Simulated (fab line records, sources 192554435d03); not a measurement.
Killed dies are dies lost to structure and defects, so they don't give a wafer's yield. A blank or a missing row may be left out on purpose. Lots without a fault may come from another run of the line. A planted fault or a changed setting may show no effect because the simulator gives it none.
fab line records | flow n5_finfet
record lots=9 wafers=27 last_day=18
route steps=1938 shown BEOL_M12@1643 BEOL_M13@1673 PASSIVATION@1936
lots that met no fault: from a run of the same line without faults
start_h: hours from the record's first day to the start of the lot's first wafer shown | wait_h: hours since the lot's step before | " the same as in the row above | L1.1+2: a row that stands for several wafers | - no value, or no start given | * or withheld: withheld | < > ~ a bound
route shown NAME@n: a module of which the file shows steps, and the number in the route of the first | usual: mean/standard deviation of fault-free wafers | same: alike in all rows | chamber/n: place in a boat | sites: the reading at each site | _std_site: their standard deviation | _edge_site: outer sites' mean less inner sites' | radius_mm: how far each site lies from the wafer's centre | mask NAME#n: copy n | behind: the tool/chamber that last shaped the wafer | hold: why the lot was held/for how many hours/how that ended | device: the transistor (n, p or np) that didn't switch | end of line: the same wafers' tests at the end of the route | a step without rows: its recipe alone | killed: dies lost to structure and defects at the first sort, not the wafer's yield | map: a wafer's dies, x killed, . not, _ none there
set.NAME: the setting as run; set.NAME@STEP: as run at that earlier step | model.NAME: the simulator's own value behind a step, which no gauge read
steps of the route over a sample of lots; a table a step, a row a wafer
services: from which hour (start_h, from the record's first day; less than 0 if before it) a tool's chamber was out of use, for how many hours, and why
## steps
# step N5_BEOL_M12_ETCH_38
# recipe chemistry=CF4/N2 target=SiCN target_depth_a=687 taper_deg=2 time_s=73.4 ion_energy_ev=150 mask_material=SiO2 pressure_mtorr=40 source_w=430 bias_w=70 Ar_flow_sccm=100 cf4_flow_sccm=60 n2_flow_sccm=60
# usual bias_w=70.01/0.22 cf4_flow_sccm=59.99/0.17 drypump_motor_current_A=5.7/0.4 mfc_ar_sccm=100.0/0.31 oes_product_au=0.81/0.095 rf_vpp_V=382.2/2.1 showerhead_plenum_p_Torr=2.21/0.083 throttle_valve_pct=15.30/0.24
# columns lot.wafer tool chamber start_h wait_h bias_w cf4_flow_sccm drypump_motor_current_A mfc_ar_sccm oes_product_au rf_hours_counter_h rf_vpp_V showerhead_plenum_p_Torr throttle_valve_pct
L215.3 rie_diel-04 0 223.89 - 70.14 59.85 5.6 99.9 0.82 70 385.3 2.34 15.46
L215.5 " 3 " " 70.60 59.90 6.0 100.4 0.88 - 381.8 2.16 15.00
L215.6 " 0 " " 70.00 60.24 5.6 100.1 0.84 - 385.2 2.34 15.46
L217.1 rie_diel-04 2 230.73 - 69.88 60.08 5.3 100.0 0.66 263 380.2 2.18 15.81
L217.4 " 0 " " 69.96 59.56 5.6 100.0 0.83 - 384.8 2.34 15.47
L217.6 " 2 " " 70.19 59.85 5.3 99.9 0.66 - 380.3 2.18 15.82
L222.2 rie_diel-05 1 266.36 - 69.90 59.93 6.1 99.9 0.73 188 384.4 2.28 15.62
L222.4 " 3 " " 70.17 60.00 5.5 100.0 0.91 47 382.7 2.17 15.59
L222.6 " 0 " " 70.30 59.61 5.1 100.4 0.90 - 382.7 2.26 15.03
L223.2 rie_diel-04 0 279.28 - 70.54 60.39 5.6 100.0 0.80 92 385.3 2.33 15.53
L223.3 " 3 " " 70.11 59.88 6.0 100.2 0.85 53 381.7 2.15 15.05
L223.6 " 3 " " 70.09 59.95 6.1 100.3 0.85 - 380.7 2.15 15.06
L225.1 rie_diel-04 3 293.29 - 69.99 60.06 6.1 99.8 0.85 58 382.0 2.15 15.07
L225.2 " 1 " " 69.86 59.94 5.5 99.3 0.68 244 384.3 2.27 15.37
L225.5 " 2 " " 69.88 59.91 5.3 99.9 0.93 - 381.2 2.17 15.30
L230.1 rie_diel-05 1 323.13 - 69.80 59.98 6.1 99.8 0.71 202 383.0 2.27 15.65
L230.3 " 0 " " 70.10 60.04 5.1 100.0 0.87 53 383.2 2.26 15.07
L230.4 " 2 " " 69.47 59.72 5.4 99.8 0.68 217 377.3 2.01 15.44
L232.3 rie_diel-02 2 338.15 - 70.03 60.02 5.6 100.8 0.86 44 381.6 2.16 15.31
L232.4 " 3 " " 70.34 59.89 6.5 99.8 0.93 9 380.1 2.17 14.87
L232.6 " 1 " " 70.17 60.19 5.9 100.0 0.80 - 383.4 2.23 15.09
L237.2 rie_diel-05 0 374.17 - 69.94 59.96 5.1 99.8 0.85 70 382.9 2.25 15.09
L237.3 " 1 " " 69.77 59.80 6.1 100.0 0.69 219 384.7 2.27 15.67
L237.5 " 0 " " 69.93 60.17 5.1 100.1 0.85 - 383.1 2.25 15.10
L238.2 rie_diel-05 0 379.89 - 70.02 60.07 5.1 100.4 0.85 71 382.5 2.25 15.10
L238.4 " 1 " " 70.03 59.72 6.1 100.2 0.69 221 383.3 2.27 15.67
L238.5 " 1 " " 70.18 59.75 6.1 99.6 0.68 - 385.6 2.27 15.68
# step N5_BEOL_M12_SPUTTER_45
# recipe material=Cu target_thk_a=800 temp_c=-20 bias_v=60 power_w=26000 chamber_pressure_pa=0.13 time_s=13.33
# usual throttle_valve_pct=30.2/1.3
# columns lot.wafer tool chamber start_h wait_h throttle_valve_pct
L215.3 pvd_sputter-01 - 224.75 0.0 30.9
L215.5 " - " " 28.5
L215.6 " - " " 30.6
L217.1 pvd_sputter-01 - 231.70 0.0 28.8
L217.4 " - " " 30.4
L217.6 " - " " 30.6
L222.2 pvd_sputter-03 - 267.09 0.0 31.2
L222.4 " - " " 31.4
L222.6 " - " " 31.4
L223.2 pvd_sputter-03 - 279.76 0.0 30.9
L223.3 " - " " 31.1
L223.6 " - " " 31.5
L225.1 pvd_sputter-01 - 293.87 0.0 30.8
L225.2 " - " " 27.1
L225.5 " - " " 30.6
L230.1 pvd_sputter-01 - 323.86 0.0 28.6
L230.3 " - " " 30.6
L230.4 " - " " 29.0
L232.3 pvd_sputter-03 - 338.94 0.0 31.4
L232.4 " - " " 31.7
L232.6 " - " " 31.4
L237.2 pvd_sputter-03 - 374.93 0.0 31.0
L237.3 " - " " 31.5
L237.5 " - " " 31.3
L238.2 pvd_sputter-02 - 380.85 0.0 29.4
L238.4 " - " " 30.6
L238.5 " - " " 29.1
# step N5_BEOL_M12_DEP_53
# recipe material=SiCN target_thk_a=300 temp_c=withheld precursor=3MS/NH3 pressure_torr=3 rf_w=675 time_s=10.5
# usual showerhead_plenum_p_Torr=4.168/0.016 throttle_valve_pct=17.8/0.96
# columns lot.wafer tool chamber start_h wait_h showerhead_plenum_p_Torr throttle_valve_pct
L215.3 pecvd-03 0 225.72 0.0 4.180 18.3
L215.5 " 0 " " 4.188 18.3
L215.6 " 1 " " 4.136 17.7
L217.1 pecvd-04 1 232.62 0.0 4.132 18.7
L217.4 " 2 " " 4.171 17.9
L217.6 " 1 " " 4.149 18.7
L222.2 pecvd-02 0 268.55 0.0 4.177 17.7
L222.4 " 0 " " 4.166 17.8
L222.6 " 2 " " 4.173 16.8
L223.2 pecvd-03 1 281.68 0.0 4.149 17.7
L223.3 " 2 " " 4.177 16.4
L223.6 " 1 " " 4.132 17.4
L225.1 pecvd-02 0 295.98 0.0 4.162 18.2
L225.2 " 2 " " 4.165 16.8
L225.5 " 2 " " 4.159 17.1
L230.1 pecvd-02 0 324.79 0.0 4.177 17.8
L230.3 " 1 " " 4.181 17.1
L230.4 " 0 " " 4.165 18.2
L232.3 pecvd-02 1 339.86 0.0 4.191 17.1
L232.4 " 2 " " 4.163 16.8
L232.6 " 0 " " 4.173 18.1
L237.2 pecvd-04 2 375.85 0.0 4.174 17.4
L237.3 " 0 " " 4.182 19.5
L237.5 " 1 " " 4.143 18.8
L238.2 pecvd-04 0 381.76 0.0 4.187 19.7
L238.4 " 0 " " 4.186 19.7
L238.5 " 2 " " 4.173 17.8
# step N5_BEOL_M13_ETCH_59
# recipe chemistry=N2/H2 target=BARC target_depth_a=890 overetch_a=267 time_s=67.9 ion_energy_ev=200 pressure_mtorr=30 source_w=840 bias_w=150 n2_flow_sccm=200 h2_flow_sccm=200
# usual bias_w=149.9/0.45 chamber_pressure_mTorr=30.001/0.028 drypump_motor_current_A=5.9/0.46 oes_product_au=0.66/0.069 rf_vpp_V=523/3.4 showerhead_plenum_p_Torr=2.51/0.11 throttle_valve_pct=17.95/0.27
# columns lot.wafer tool chamber start_h wait_h bias_w chamber_pressure_mTorr drypump_motor_current_A oes_product_au rf_hours_counter_h rf_vpp_V showerhead_plenum_p_Torr throttle_valve_pct
L215.3 rie_diel-06 2 226.42 0.0 149.5 29.990 5.6 0.83 1 523 2.47 17.89
L215.5 " 0 " " 149.2 29.973 6.5 0.62 - 520 2.43 17.63
L215.6 " 3 " " 151.0 30.029 5.9 0.65 - 519 2.34 17.68
L217.1 rie_diel-01 2 233.32 0.0 149.1 29.973 5.4 0.62 203 527 2.63 18.07
L217.4 " 1 " " 150.9 29.987 5.5 0.79 14 524 2.57 17.72
L217.6 " 2 " " 149.4 29.983 5.4 0.62 - 526 2.63 18.08
L222.2 rie_diel-01 1 269.67 0.0 149.2 29.971 5.5 0.77 24 525 2.57 17.74
L222.4 " 3 " " 149.6 30.016 5.4 0.64 - 524 2.57 18.59
L222.6 " 1 " " 149.9 30.000 5.5 0.77 - 525 2.57 17.74
L223.2 rie_diel-03 2 282.68 0.0 149.9 29.997 6.2 0.57 232 526 2.61 18.02
L223.3 " 3 " " 149.9 29.988 5.8 0.64 143 520 2.46 17.72
L223.6 " 3 " " 150.3 29.974 5.8 0.64 - 521 2.46 17.70
L225.1 rie_diel-03 1 296.74 0.0 150.2 29.960 6.8 0.57 232 520 2.40 18.16
L225.2 " 0 " " 149.6 29.965 5.8 0.63 191 527 2.63 18.29
L225.5 " 2 " " 150.7 30.006 6.2 0.58 - 527 2.61 18.04
L230.1 rie_diel-06 3 325.87 0.0 - - - - - - - -
L230.3 " 0 " " - - - - - - - -
L230.4 " 2 " " - - - - - - - -
L232.3 rie_diel-01 0 340.56 0.0 - - - - - - - -
L232.4 " 2 " " - - - - - - - -
L232.6 " 1 " " - - - - - - - -
L237.2 rie_diel-01 3 376.55 0.0 149.0 29.946 5.4 0.62 197 524 2.56 18.63
L237.3 " 1 " " 151.1 30.009 5.5 0.72 57 526 2.56 17.79
L237.5 " 3 " " 149.6 30.013 5.4 0.61 - 524 2.56 18.62
L238.2 rie_diel-06 0 382.59 0.0 151.2 30.004 6.5 0.60 247 519 2.41 17.71
L238.4 " 1 " " 149.8 29.989 6.5 0.69 - 527 2.68 17.95
L238.5 " 0 " " 149.7 29.994 6.5 0.60 - 520 2.41 17.72
# step N5_BEOL_M13_STRIP_63
# recipe chemistry=N2/H2 power_w=1000 temp_c=250 h2_frac=0.65 overash_fraction=0.3 pressure_mtorr=1000 n2_flow_sccm=1750 h2_flow_sccm=3250
# usual drypump_motor_current_A=5.53/0.18 heater_power_w=341/29 oes_product_au=0.675/0.0049 strip_time_to_endpoint_s=28.2/1.2
# columns lot.wafer tool chamber start_h wait_h drypump_motor_current_A heater_power_w oes_product_au rf_hours_counter_h strip_time_to_endpoint_s
L215.3 plasma_asher-01 1 226.73 - 5.71 310 0.673 - 28.9
L215.5 " 1 " " 5.71 302 0.670 - 27.2
L215.6 " 0 " " 5.24 375 0.672 - 26.2
L217.1 plasma_asher-02 0 233.61 - 5.65 340 0.669 117 28.1
L217.4 " 1 " " 5.56 344 0.677 - 27.5
L217.6 " 1 " " 5.55 352 0.681 - 28.3
L222.2 plasma_asher-02 1 269.96 - 5.58 354 0.672 124 28.7
L222.4 " 0 " " 5.67 334 0.671 - 27.8
L222.6 " 1 " " 5.57 350 0.677 - 27.6
L223.2 plasma_asher-02 1 282.97 - 5.56 350 0.674 127 28.8
L223.3 " 0 " " 5.62 330 0.678 - 29.1
L223.6 " 0 " " 5.63 330 0.671 - 26.2
L225.1 plasma_asher-01 0 297.02 - 5.26 369 0.676 81 28.3
L225.2 " 1 " " 5.70 303 0.673 81 28.6
L225.5 " 1 " " 5.71 298 0.673 - 28.3
L230.1 plasma_asher-02 0 326.15 - 5.67 335 0.693 135 46.6
L230.3 " 1 " " 5.56 355 0.691 - 46.9
L230.4 " 0 " " 5.69 340 0.691 - 45.8
L232.3 plasma_asher-01 1 340.87 - 5.69 309 0.696 - 46.3
L232.4 " 0 " " 5.30 383 0.697 - 46.8
L232.6 " 0 " " 5.29 370 0.696 - 45.2
L237.2 plasma_asher-01 1 376.84 - 5.70 313 0.680 96 29.6
L237.3 " 1 " " 5.70 300 0.677 - 30.0
L237.5 " 1 " " 5.71 307 0.672 - 27.5
L238.2 plasma_asher-02 1 382.88 - 5.56 338 0.680 147 28.8
L238.4 " 1 " " 5.57 352 0.685 - 28.2
L238.5 " 1 " " 5.58 351 0.672 - 24.8
# step N5_PASSIVATION_PROBE_49
# usual defect_limited_yield=91.2/1.6 killed_at_M0_to_M3=34/11 killed_at_M4_up=13/5.2 killed_at_contacts=13/6.3 killed_at_front_end=40/14 killed_at_other=3.2/2.4 killed_dies=104/19 killed_open=69/14 killed_short=32/7.5 sort_bin_5_function=5.3/1.1 sort_bin_6_memory=3.2/0.73 sort_bin_8_speed=0.01/0.038 sort_n_pass=1076/19 sort_yield_pct=91.2/1.6
# same gross_dies=1180 killed_at_back_side=0 sort_bin_4_leakage[%]=0
# columns lot.wafer tool chamber start_h wait_h defect_limited_yield[%] killed_at_M0_to_M3 killed_at_M4_up killed_at_contacts killed_at_front_end killed_at_other killed_dies killed_open killed_short sort_bin_5_function[%] sort_bin_6_memory[%] sort_bin_8_speed[%] sort_n_pass sort_yield_pct[%]
L222.2 prober-02 - 303.68 0.1 93.2 32 6 14 25 3 80 54 26 4.2 2.5 0 1100 93.2
L222.4 prober-02 - 303.78 0.2 93.4 26 7 17 24 4 78 54 21 4.0 2.5 0 1102 93.4
L222.6 prober-02 - 303.88 0.3 90.5 23 13 26 44 6 112 76 35 6.1 3.1 0 1068 90.5
L223.2 prober-02 - 315.64 0.1 91.1 25 9 16 54 1 105 74 30 5.1 3.2 0 1075 91.1
L223.3 prober-02 - 315.69 0.1 92.0 37 14 6 32 5 94 66 28 4.8 2.8 0 1086 92.0
L223.6 prober-02 - 315.84 0.3 92.3 41 5 7 31 7 91 66 23 4.3 3.1 0 1089 92.3
L238.2 prober-01 - 421.60 0.1 87.5 52 8 5 80 2 147 99 46 8.4 3.6 0 1033 87.5
L238.4 prober-01 - 421.70 0.2 90.8 49 13 13 32 1 108 70 37 5.6 3.2 0 1072 90.8
L238.5 prober-01 - 421.75 0.2 91.5 26 10 9 50 5 100 71 28 5.6 2.7 0 1080 91.5
# killed by level:class
L222.2 MOL_CONTACT_COAG:geometric_particle:open=12 STI_FIN_REVEAL:geometric_particle:open=9 BEOL_M0_SAQP:geometric_particle:open=9 BEOL_M0_SAQP:geometric_particle:short=8 BEOL_M3:geometric_particle:open=8 BEOL_M1:geometric_particle:open=3 STARTING-WAFER:geometric_particle:open=3 FIN_SAQP:geometric_particle:short=2
L222.4 MOL_CONTACT_COAG:geometric_particle:open=15 STI_FIN_REVEAL:geometric_particle:open=8 BEOL_M1:geometric_particle:open=6 BEOL_M2:geometric_particle:open=6 BEOL_M0_SAQP:geometric_particle:short=4 BEOL_M0_SAQP:geometric_particle:open=4 BEOL_M3:geometric_particle:open=4 ZERO_LAYER:coat_microbubble_printed=3
L222.6 STI_FIN_REVEAL:geometric_particle:open=19 MOL_CONTACT_COAG:geometric_particle:open=19 MOL_CONTACT_COAG:geometric_particle:short=7 STI_FIN_REVEAL:geometric_particle:short=6 BEOL_M0_SAQP:geometric_particle:short=5 SPACER0:geometric_particle:open=4 BEOL_M4:geometric_particle:open=4 BEOL_M3:geometric_particle:open=4
L223.2 MOL_CONTACT_COAG:geometric_particle:open=14 FIN_SAQP:geometric_particle:open=13 FIN_SAQP:geometric_particle:short=10 STI_FIN_REVEAL:geometric_particle:open=6 BEOL_M0:geometric_particle:open=6 ILD0:geometric_particle:short=5 GATE_CUT:geometric_particle:short=5 BEOL_M3:geometric_particle:open=5
L223.3 BEOL_M2:geometric_particle:open=12 BEOL_M4:geometric_particle:open=10 DUMMY_GATE:geometric_particle:open=5 GATE_CUT:geometric_particle:short=5 GATE_CUT:geometric_particle:open=5 MOL_CONTACT_COAG:geometric_particle:open=5 BEOL_M0_SAQP:geometric_particle:short=5 BEOL_M0:geometric_particle:open=5
L223.6 BEOL_M1:geometric_particle:open=14 FIN_SAQP:geometric_particle:open=10 BEOL_M0_SAQP:geometric_particle:open=7 BEOL_M2:geometric_particle:open=6 FIN_SAQP:geometric_particle:short=5 DUMMY_GATE:geometric_particle:open=4 MOL_CONTACT_COAG:geometric_particle:open=4 BEOL_M0:geometric_particle:open=4
L238.2 FIN_SAQP:geometric_particle:open=36 BEOL_M0_SAQP:geometric_particle:short=17 BEOL_M0_SAQP:geometric_particle:open=16 STI_FIN_REVEAL:geometric_particle:open=14 FIN_SAQP:geometric_particle:short=13 BEOL_M1:geometric_particle:open=13 GATE_CUT:geometric_particle:short=4 MOL_CONTACT_COAG:geometric_particle:open=4
L238.4 BEOL_M0_SAQP:geometric_particle:open=13 BEOL_M0_SAQP:geometric_particle:short=12 FIN_SAQP:geometric_particle:open=10 MOL_CONTACT_COAG:geometric_particle:open=10 BEOL_M1:geometric_particle:open=7 BEOL_M4:geometric_particle:open=6 FIN_SAQP:geometric_particle:short=5 BEOL_M0:geometric_particle:open=5
L238.5 FIN_SAQP:geometric_particle:short=13 FIN_SAQP:geometric_particle:open=12 STI_FIN_REVEAL:geometric_particle:open=10 BEOL_M0_SAQP:geometric_particle:open=8 MOL_CONTACT_COAG:geometric_particle:open=8 BEOL_M4:geometric_particle:open=5 BEOL_M0_SAQP:geometric_particle:short=4 BEOL_M0:geometric_particle:open=4
## services
# columns tool chamber start_h hours kind
rie_diel-05 3 201.47 13.7 repair
rie_diel-01 3 207.40 19.4 repair
plasma_asher-01 - 213.40 2.8 pm
rie_diel-05 2 219.41 2.6 repair
rie_diel-02 3 230.91 5.1 repair
rie_diel-04 2 237.62 - clean
rie_diel-04 2 237.62 - consumable_replace:focus_ring
rie_diel-04 2 237.62 14.2 scheduled_down
rie_diel-04 2 237.62 14.2 vent_cycle
pecvd-02 - 240.84 1.9 repair
plasma_asher-02 - 253.43 0.5 repair
pecvd-03 0 283.70 23.4 repair
pecvd-04 - 285.18 6.0 pm
rie_diel-05 - 291.28 14.6 pm
rie_diel-01 1 293.98 4.3 repair
rie_diel-03 - 297.78 2.8 pm
rie_diel-04 3 317.19 18.4 repair
plasma_asher-02 - 327.49 2.1 repair
rie_diel-02 2 328.01 2.4 repair
rie_diel-01 - 333.66 2.8 pm
pecvd-03 - 338.65 6.0 pm
rie_diel-04 3 352.07 12.2 repair
pecvd-02 - 367.17 0.8 pm
rie_diel-06 2 371.77 13.6 repair
## key
first_sign step=N5_BEOL_M13_ETCH_59 reading=tool_record direction=missing
effect step=N5_BEOL_M13_STRIP_63 reading=strip_time_to_endpoint_s direction=up sigmas=15 usual=* struck=*
met_at N5_BEOL_M13_ETCH_59
struck_lots L230,L232
not_acting_at N5_BEOL_M12_ETCH_38,N5_BEOL_M12_SPUTTER_45,N5_BEOL_M12_DEP_53
onset_between 269.67 325.87
fault kind=skipped_step_whole tool=rie_diel-01,rie_diel-06 chamber=- onset_h=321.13 steps=N5_BEOL_M13_ETCH_59 scope=struck_lots_only
